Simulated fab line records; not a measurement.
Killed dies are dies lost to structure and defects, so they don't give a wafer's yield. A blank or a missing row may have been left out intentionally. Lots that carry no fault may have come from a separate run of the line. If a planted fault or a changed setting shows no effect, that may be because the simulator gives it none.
Matching of chambers -- flow nand harc -- NHARC_A_CONTACT_DESCUM_13 on rie diel-09 has 4 sister chambers
The step chemistry O2, time 3 s. 8 wafers are shown with their chamber, then 7 later ones without.

== WAFERS WITH THEIR CHAMBER ==
wafer,chamber,drypump motor current A (A),showerhead plenum p Torr (Torr)
L081.3,1,5.5,1.80
L084.3,0,5.8,1.81
L084.5,0,5.7,1.81
L085.3,1,5.5,1.80
L085.5,3,6.1,1.94
L085.6,2,6.0,2.08
L091.1,2,6.0,2.07
L091.4,3,6.1,1.94

== WAFERS WITH NO CHAMBER GIVEN ==
wafer,drypump motor current A (A),showerhead plenum p Torr (Torr)
L091.5,6.1,1.94
L095.1,5.7,1.81
L095.2,6.0,2.07
L095.4,5.5,1.80
L097.3,5.8,1.81
L097.5,5.5,1.80
L097.6,5.8,1.81

== WHICH CHAMBER EACH ONE RAN IN ==
wafer,from the rows above,in truth
L091.5,3,3
L095.1,0,0
L095.2,2,2
L095.4,1,1
L097.3,0,0
L097.5,1,1
L097.6,0,0
Correctly placed: 7 of 7. Not placeable from these rows: 0. Number placed wrongly: 0.
How it was worked out, from the rows above alone: a wafer's distance from a chamber is the root of the sum, over the readings, of the square of ((its reading less the chamber's mean) divided by the reading's scatter). If the next closest chamber is less than 2 further off than the closest, the wafer can't be placed; otherwise it belongs to the closest. Each chamber's mean is taken over the wafers shown for it. How the scatter is found: for the shown wafers, subtract from each reading the mean of its chamber, square and add these, divide the total by (wafers less chambers), then take the root.
